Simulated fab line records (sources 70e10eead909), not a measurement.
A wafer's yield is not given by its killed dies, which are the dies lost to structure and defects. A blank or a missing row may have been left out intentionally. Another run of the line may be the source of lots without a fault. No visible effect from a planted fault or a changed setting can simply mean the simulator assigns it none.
fab line records	flow nand-harc
record: lots: 6	wafers: 18	last-day: 32
route steps=1302 shown A_STAIRCASE@799 END@1302
lots that met no fault: from a run of the same line without faults
start-h: the number of hours between the record's first day and the start of the first shown wafer of the lot	wait-h: how many hours have passed since the lot's step before this one	" unchanged from the row above	L1.1+2: a single row standing in for several wafers	- no value present, or no start provided	* or withheld: withheld	< > ~ a bound
route shown NAME@n: names a module that has steps shown in the file, with the first one's number in the route	usual: mean/standard deviation of fault-free wafers	same: alike in all rows	chamber/n: place in a boat	sites: readings site by site	_std_site: the standard deviation of these	_edge_site: inner sites' mean taken away from outer sites' mean	radius-mm: for every site, how far away it sits from the centre of the wafer	mask NAME#n: copy n	behind: the tool/chamber that last shaped the wafer	hold: cause of the lot's hold/its duration in hours/its outcome	device: names the non-switching transistor (n, p or np)	end of line: the tests these same wafers got at the end of their route	step lacking rows: just its recipe	killed: the dies lost at the first sort to structure and to defects; this is not the yield of the wafer	map: the dies of a wafer, with x for killed, . for not killed, _ for no die there
set.NAME: the setting the step ran with; set.NAME@STEP: the setting that earlier step ran with	model.NAME: the simulator's own value behind a step, which no gauge read
a table for each step, a row for each wafer; lots at some steps of the route
services: a tool's chamber out of use, with start hour (start-h, from the record's first day; less than 0 if before it), hours out, and reason
== steps ==
step: NHARC_A_STAIRCASE_COAT_283
recipe: spin-rpm: 1200
step: NHARC_A_STAIRCASE_SOFTBAKE_284
recipe: temp-c: 135	time-s: 170
step: NHARC_A_STAIRCASE_EBR_285
step: NHARC_A_STAIRCASE_EXPOSE_286
recipe: na: 0.5	dose-mj: 25.01	mask-id: CHOP_100
step: NHARC_A_STAIRCASE_PEB_287
recipe: peb-temp-c: 115	peb-time-s: 130
step: NHARC_A_STAIRCASE_DEVELOP_288
recipe: time-s: 140
step: NHARC_A_STAIRCASE_HARDBAKE_290
recipe: temp-c: 120	time-s: 140
step: NHARC_A_STAIRCASE_DESCUM_291
recipe: time-s: 3	o2-flow-sccm: 200	ar-flow-sccm: 0	bias-power-w: 0	chemistry: O2
usual: chamber-pressure-mTorr: 60.00/0.051	drypump-motor-current-A: 5.8/0.36	oes-product-au: 1.001/0.013	rf-vpp-V: 57.8/0.82	showerhead-plenum-p-Torr: 1.89/0.07	throttle-valve-pct: 11.313/0.0086
same: time-s: 3
lot.wafer	tool	chamber	start-h	wait-h	chamber-pressure-mTorr	drypump-motor-current-A	oes-product-au	rf-hours-counter-h	rf-vpp-V	showerhead-plenum-p-Torr	throttle-valve-pct
L529.1	rie-diel-12	2	430.27	-	60.02	5.8	0.993	45	57.8	1.96	11.299
L529.5	"	3	"	"	60.11	6.0	1.000	-	59.0	1.96	11.307
L529.6	"	0	"	"	59.98	5.8	0.991	-	57.3	1.87	11.313
L530.4	rie-diel-08	2	453.59	-	60.11	5.9	1.011	24	57.7	1.96	11.310
L530.2	"	3	"	"	60.08	6.4	1.015	23	56.6	1.99	11.316
L530.1	"	0	"	"	59.92	5.8	1.008	26	58.0	1.77	11.319
L531.2	rie-diel-08	1	461.65	-	60.03	5.4	1.006	32	59.0	1.84	11.319
L531.3	"	0	"	"	60.03	5.8	0.993	30	58.1	1.77	11.308
L531.5	"	2	"	"	59.90	5.9	1.023	-	58.0	1.96	11.313
L537.3	rie-diel-12	1	520.34	-	59.95	5.6	0.991	27	58.2	1.83	11.315
L537.4	"	2	"	"	60.09	5.8	1.003	22	58.9	1.95	11.295
L537.2	"	3	"	"	60.02	6.0	0.982	22	57.7	1.95	11.313
L543.4	rie-diel-08	1	576.63	-	60.05	5.5	1.017	10	57.5	1.83	11.318
L543.1	"	3	"	"	59.94	6.4	0.995	6	58.2	1.98	11.293
L543.6	"	2	"	"	60.14	5.9	0.992	-	58.7	1.95	11.303
L545.2	rie-diel-08	2	592.75	-	60.01	5.9	0.995	10	57.4	1.95	11.323
L545.6	"	2	"	"	60.07	5.9	1.008	-	57.8	1.95	11.319
L545.5	"	0	"	"	59.92	5.8	1.019	-	58.1	2.07	11.305
step: NHARC_A_STAIRCASE_ETCH_292
recipe: cf4-flow-sccm: 100	chf3-flow-sccm: 30	ar-flow-sccm: 0	rf-w: 500	bias-w: 200	chemistry: CF4/CHF3
usual: bias-w: 200.0/0.59	cf4-flow-sccm: 100.0/0.33	chamber-pressure-mTorr: 24.998/0.024	drypump-motor-current-A: 5.8/0.35	oes-product-au: 0.941/0.024	rf-fwd-power-W: 497.1/1.8	rf-vpp-V: 369.9/2.1	showerhead-plenum-p-Torr: 1.55/0.056	throttle-valve-pct: 16.802/0.0093
lot.wafer	tool	chamber	start-h	wait-h	bias-w	cf4-flow-sccm	chamber-pressure-mTorr	drypump-motor-current-A	oes-product-au	rf-fwd-power-W	rf-hours-counter-h	rf-vpp-V	showerhead-plenum-p-Torr	throttle-valve-pct
L529.1	rie-diel-12	2	430.48	0.2	199.9	99.9	24.987	5.8	0.913	498.6	45	372.6	1.61	16.798
L529.6	"	0	"	"	199.9	99.9	25.000	5.8	0.927	496.7	-	367.9	1.54	16.803
L529.5	"	1	"	"	199.6	100.0	25.014	5.6	0.915	496.5	-	370.3	1.52	16.814
L530.4	rie-diel-08	1	453.68	0.1	200.3	100.4	25.006	5.4	0.929	498.1	28	368.9	1.52	16.810
L530.2	"	2	"	"	199.6	100.3	24.997	5.9	0.922	498.4	24	373.2	1.61	16.807
L530.1	"	3	"	"	199.6	99.6	24.984	6.3	0.936	496.3	23	373.0	1.63	16.807
L531.2	rie-diel-08	0	461.74	0.1	199.3	100.2	25.016	5.8	0.904	496.5	30	366.0	1.46	16.798
L531.3	"	1	"	"	200.3	99.8	24.985	5.4	0.928	497.7	32	369.6	1.52	16.807
L531.5	"	3	"	"	199.7	99.7	25.004	6.4	0.923	497.9	-	374.0	1.63	16.795
L537.4	rie-diel-12	1	520.42	0.1	200.4	100.0	25.037	5.6	0.950	497.0	27	369.1	1.51	16.801
L537.3	"	2	"	"	200.4	99.6	24.983	5.9	0.974	495.8	22	372.6	1.60	16.813
L537.2	"	3	"	"	199.8	100.1	24.969	6.0	0.959	496.9	22	371.4	1.60	16.811
L543.4	rie-diel-08	0	576.71	0.1	201.2	100.0	24.982	5.8	0.981	499.3	9	373.5	1.70	16.795
L543.1	"	2	"	"	200.7	100.0	25.030	5.9	0.953	497.2	7	373.2	1.60	16.801
L543.6	"	1	"	"	199.8	100.2	25.002	5.4	0.971	495.5	-	369.3	1.51	16.798
L545.2	rie-diel-08	2	592.94	0.2	200.4	100.3	25.005	5.9	0.925	498.8	11	371.9	1.60	16.816
L545.5	"	1	"	"	201.0	100.4	25.004	5.5	0.935	498.0	-	367.6	1.51	16.785
L545.6	"	0	"	"	200.1	100.0	24.986	5.8	0.935	497.5	-	374.9	1.70	16.800
step: NHARC_A_STAIRCASE_HM_OPEN_460
recipe: o2-flow-sccm: 400	cos-flow-sccm: 20	ar-flow-sccm: 0	rf-w: 500	bias-w: 300	chemistry: O2/COS
usual: chamber-pressure-mTorr: 20.002/0.019	drypump-motor-current-A: 5.8/0.37	oes-product-au: 0.998/0.011	rf-fwd-power-W: 498.9/1.7	rf-vpp-V: 466.6/2.7	showerhead-plenum-p-Torr: 3.09/0.11	throttle-valve-pct: 28.330/0.0091
lot.wafer	tool	chamber	start-h	wait-h	chamber-pressure-mTorr	drypump-motor-current-A	oes-product-au	rf-fwd-power-W	rf-hours-counter-h	rf-vpp-V	showerhead-plenum-p-Torr	throttle-valve-pct
L529.1	rie-diel-12	3	-	-	19.969	6.0	1.006	500.6	49	469.0	3.20	28.341
L529.6	"	3	"	"	20.015	6.0	1.013	499.3	-	469.5	3.20	28.342
L529.5	"	0	"	"	20.025	5.8	0.996	497.3	-	464.2	3.05	28.340
L530.1	rie-diel-08	2	-	-	20.020	5.9	0.994	501.6	24	468.3	3.20	28.330
L530.2	"	3	"	"	19.980	6.4	0.995	498.3	23	470.1	3.24	28.336
L530.4	"	1	"	"	20.003	5.5	1.007	503.6	28	464.4	3.01	28.329
L531.2	rie-diel-08	0	-	-	20.030	5.8	0.989	497.6	30	462.8	2.90	28.307
L531.3	"	2	"	"	19.989	6.0	0.994	499.0	27	468.2	3.20	28.336
L531.5	"	3	"	"	19.978	6.4	1.003	496.9	-	469.4	3.24	28.330
L537.2	rie-diel-12	2	-	-	20.022	5.9	1.006	496.9	22	468.6	3.18	28.321
L537.4	"	3	"	"	20.001	6.0	0.992	499.7	22	468.7	3.18	28.333
L537.3	"	0	"	"	19.989	5.8	1.006	498.8	26	465.5	3.03	28.342
L543.4	rie-diel-08	0	-	-	19.999	5.8	1.002	499.7	9	473.5	3.37	28.332
L543.1	"	1	"	"	20.004	5.4	1.012	502.5	10	463.6	2.99	28.324
L543.6	"	2	"	"	20.002	5.9	0.999	502.3	-	469.8	3.18	28.319
L545.2	rie-diel-08	0	-	-	19.983	5.8	1.014	496.8	13	471.5	3.37	28.337
L545.5	"	0	"	"	19.994	5.8	1.016	497.4	-	473.6	3.37	28.333
L545.6	"	1	"	"	20.000	5.5	1.011	500.5	-	464.8	2.99	28.343
step: NHARC_A_STAIRCASE_STRIP_461
recipe: o2-flow-sccm: 400	cos-flow-sccm: 20	ar-flow-sccm: 0	bias-w: 0	chemistry: O2/COS
step: NHARC_A_STAIRCASE_ETCH_452
recipe: target-depth-a: 300	overetch-a: 30	time-s: 16.5	ion-energy-ev: 100	cf4-flow-sccm: 80	o2-flow-sccm: 20	ar-flow-sccm: 0	rf-w: 300	bias-w: 100	chemistry: CF4/O2
usual: bias-w: 99.98/0.29	cf4-flow-sccm: 80.01/0.24	chamber-pressure-mTorr: 30.00/0.061	drypump-motor-current-A: 5.8/0.36	oes-product-au: 0.998/0.011	rf-fwd-power-W: 294.1/1.7	rf-vpp-V: 197.5/1.4	showerhead-plenum-p-Torr: 1.32/0.05	throttle-valve-pct: 13.397/0.0087	time-s: 16.5/0
lot.wafer	tool	chamber	start-h	wait-h	bias-w	cf4-flow-sccm	chamber-pressure-mTorr	drypump-motor-current-A	oes-product-au	rf-fwd-power-W	rf-hours-counter-h	rf-vpp-V	showerhead-plenum-p-Torr	throttle-valve-pct	time-s
L529.1	rie-diel-12	2	431.40	-	100.13	80.18	29.98	5.8	0.994	292.6	45	197.6	1.37	13.412	16.5
L529.6	"	3	"	"	99.73	80.08	30.02	6.0	1.005	295.1	-	198.3	1.37	13.399	16.5
L529.5	"	0	"	"	100.32	80.11	30.03	5.8	1.001	291.6	-	196.9	1.30	13.396	16.5
L530.1	rie-diel-08	0	454.12	-	-	-	-	-	-	-	-	-	-	-	-
L530.4	"	1	"	"	-	-	-	-	-	-	-	-	-	-	-
L530.2	"	2	"	"	-	-	-	-	-	-	-	-	-	-	-
L531.3	rie-diel-08	0	462.19	-	-	-	-	-	-	-	-	-	-	-	-
L531.2	"	3	"	"	-	-	-	-	-	-	-	-	-	-	-
L531.5	"	0	"	"	-	-	-	-	-	-	-	-	-	-	-
L537.2	rie-diel-12	3	520.87	-	100.01	80.06	30.00	6.0	0.984	293.9	22	198.7	1.36	13.400	16.5
L537.4	"	0	"	"	100.14	79.99	29.98	5.7	1.005	292.7	26	196.1	1.30	13.392	16.5
L537.3	"	2	"	"	100.21	79.72	30.06	5.8	1.001	294.0	22	199.2	1.36	13.405	16.5
L543.1	rie-diel-08	3	577.17	-	99.93	80.11	29.98	6.3	0.993	296.4	7	200.0	1.38	13.400	16.5
L543.4	"	2	"	"	100.36	79.63	29.97	6.0	0.993	296.1	7	197.6	1.36	13.397	16.5
L543.6	"	3	"	"	100.36	79.95	30.09	6.4	0.998	294.3	-	198.9	1.38	13.407	16.5
L545.2	rie-diel-08	0	593.47	-	99.96	80.14	30.00	5.8	0.996	293.8	13	199.9	1.44	13.397	16.5
L545.6	"	1	"	"	100.16	80.23	30.00	5.5	0.997	295.0	-	197.1	1.28	13.393	16.5
L545.5	"	2	"	"	100.34	80.30	29.97	5.9	0.991	297.1	-	198.7	1.36	13.418	16.5
step: NHARC_A_STAIRCASE_ETCH_294
recipe: target-depth-a: 49890	time-s: 1211.6	ion-energy-ev: 800	c4f8-flow-sccm: 80	o2-flow-sccm: 60	ar-flow-sccm: withheld	rf-w: 600	bias-w: 3000	chemistry: C4F8/O2/Ar
usual: bias-w: 3000/9	chamber-pressure-mTorr: 25.000/0.023	oes-product-au: 0.933/0.013	rf-fwd-power-W: 599.9/1.9	rf-vpp-V: 1823/8.8
same: time-s: 1211.6
lot.wafer	tool	chamber	start-h	wait-h	bias-w	chamber-pressure-mTorr	oes-product-au	rf-fwd-power-W	rf-hours-counter-h	rf-vpp-V
L529.1	rie-diel-12	2	-	-	2996	25.041	0.920	597.2	45	1834
L529.5	"	3	"	"	3003	24.982	0.937	599.1	-	1833
L529.6	"	0	"	"	2978	24.996	0.930	602.3	-	1820
L530.2	rie-diel-08	1	-	-	3011	24.955	0.942	597.6	28	1819
L530.4	"	2	"	"	3006	25.021	0.928	599.0	24	1833
L530.1	"	3	"	"	3013	24.996	0.942	601.3	24	1836
L531.3	rie-diel-08	3	-	-	2985	24.950	0.941	599.9	26	1837
L531.2	"	1	"	"	2998	25.007	0.945	601.8	32	1817
L531.5	"	3	"	"	3003	24.977	0.941	600.8	-	1837
L537.2	rie-diel-12	3	-	-	2984	25.007	0.931	600.2	22	1833
L537.4	"	0	"	"	3008	24.968	0.941	597.9	26	1819
L537.3	"	1	"	"	2994	24.997	0.936	595.0	28	1818
L543.1	rie-diel-08	1	-	-	2986	24.991	0.950	599.2	10	1816
L543.4	"	0	"	"	3003	25.019	0.964	596.8	9	1846
L543.6	"	2	"	"	2994	25.045	0.940	599.1	-	1831
L545.2	rie-diel-08	0	-	-	2989	24.996	0.931	595.4	13	1845
L545.6	"	0	"	"	2993	25.015	0.951	598.3	-	1847
L545.5	"	2	"	"	2978	24.992	0.924	600.6	-	1832
step: NHARC_END_SORT_01
recipe: temp-c: 25
usual: killed-at-array: 56/17	killed-at-other: 1.2/1.4	killed-at-periphery: 4/3.2	killed-dies: 61/16	killed-open: 3.6/2.1	killed-short: 2.7/1.8
same: gross-dies: 677
lot.wafer	tool	chamber	start-h	wait-h	killed-at-array	killed-at-other	killed-at-periphery	killed-dies	killed-open	killed-short
L530.1	prober-01	0	641.02	2.5	35	0	6	41	2	8
L530.2	prober-01	0	641.82	2.8	59	0	3	62	6	4
L530.4	prober-01	0	643.43	3.4	44	0	3	47	5	4
L543.1	prober-01	0	763.23	2.5	91	2	3	96	1	1
L543.4	prober-01	0	765.63	3.4	65	2	1	68	3	2
L543.6	prober-01	0	767.23	4.0	87	3	0	90	1	2
killed by level:class
L530.1 A_CHANNEL_HOLE_D2:chamber-film-flake=20 P_CONTACT:chamber-film-flake=3 A_DECK1_JOINT:geometric-particle:short=2 A_CHANNEL_HOLE_D1:chamber-film-flake=2 A_SLIT:chamber-film-flake=2 A_WL_FILL:chamber-film-flake=2 P_CONTACT:geometric-particle:open=1 P_CONTACT:geometric-particle:short=1
L530.2 A_CHANNEL_HOLE_D2:chamber-film-flake=41 A_CHANNEL_HOLE_D1:chamber-film-flake=3 A_WL_FILL:chamber-film-flake=3 P_M0:geometric-particle:open=2 A_CHANNEL_FILL_D1:geometric-particle:short=2 A_ONON_D1:geometric-particle:short=1 A_CHANNEL_FILL_D1:geometric-particle:open=1 A_DECK1_JOINT:geometric-particle:open=1
L530.4 A_CHANNEL_HOLE_D2:chamber-film-flake=24 A_CHANNEL_HOLE_D1:chamber-film-flake=5 A_WL_FILL:chamber-film-flake=4 A_SLIT:chamber-film-flake=3 A_STAIRCASE:chamber-film-flake=2 P_STI:geometric-particle:open=1 P_GATE:geometric-particle:open=1 P_CONTACT:geometric-particle:open=1
L543.1 A_SLIT:chamber-film-flake=29 A_CHANNEL_HOLE_D2:chamber-film-flake=24 A_CHANNEL_HOLE_D1:chamber-film-flake=13 A_CONTACT:chamber-film-flake=6 A_M1:chamber-film-flake=4 P_M2:chamber-film-flake=3 A_CHANNEL_FILL_D1:chamber-film-flake=3 A_DECK1_JOINT:chamber-film-flake=3
L543.4 A_SLIT:chamber-film-flake=20 A_CHANNEL_HOLE_D2:chamber-film-flake=19 A_CHANNEL_HOLE_D1:chamber-film-flake=16 A_CONTACT:chamber-film-flake=3 HYBRID_BOND:chamber-film-flake=2 P_CONTACT:geometric-particle:open=1 A_CHANNEL_FILL_D2:geometric-particle:short=1 A_SLIT:geometric-particle:open=1
L543.6 A_SLIT:chamber-film-flake=28 A_CHANNEL_HOLE_D2:chamber-film-flake=27 A_CHANNEL_HOLE_D1:chamber-film-flake=14 A_CONTACT:chamber-film-flake=7 A_WL_FILL:chamber-film-flake=3 A_M1:chamber-film-flake=3 HYBRID_BOND:chamber-film-flake=3 A_CHANNEL_FILL_D1:geometric-particle:short=1
== services ==
tool	chamber	start-h	hours	kind
rie-diel-08	0	428.52	-	clean
rie-diel-08	1	428.52	-	clean
rie-diel-08	2	428.52	-	clean
rie-diel-08	3	428.52	-	clean
rie-diel-08	0	431.78	2.8	repair
rie-diel-12	-	447.46	9.0	pm
rie-diel-08	0	453.02	-	clean
rie-diel-08	1	453.02	-	clean
rie-diel-08	2	453.02	-	clean
rie-diel-08	3	453.02	-	clean
rie-diel-08	0	477.54	-	clean
rie-diel-08	1	477.54	-	clean
rie-diel-08	2	477.54	-	clean
rie-diel-08	3	477.54	-	clean
rie-diel-08	0	481.63	3.7	repair
rie-diel-08	-	488.25	0.8	repair
rie-diel-08	0	502.04	-	clean
rie-diel-08	1	502.04	-	clean
rie-diel-08	2	502.04	-	clean
rie-diel-08	3	502.04	-	clean
rie-diel-12	1	544.04	2.3	repair
rie-diel-08	-	544.88	9.0	pm
rie-diel-12	2	582.04	17.2	repair
rie-diel-08	3	590.36	5.6	repair
== key ==
first-sign: step: NHARC_A_STAIRCASE_ETCH_452	reading: tool-record	direction: missing
effect none on later readings
met-at NHARC_A_STAIRCASE_ETCH_452
struck-wafers L530.1,L530.2,L530.4,L531.2,L531.3,L531.5
tester-left-out L530,L531
fault: kind: skipped-step-whole	tool: rie-diel-08	chamber: -	onset-h: 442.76	steps: NHARC_A_STAIRCASE_ETCH_452	scope: struck-lots-only
tester-left-out: of these lots the tester's yield and bins aren't shown, on N5 and GAA mostly nor the transistor test; their killed dies are dies lost to structure and defects alone, not to doping, threshold or leakage, so they don't give the yield
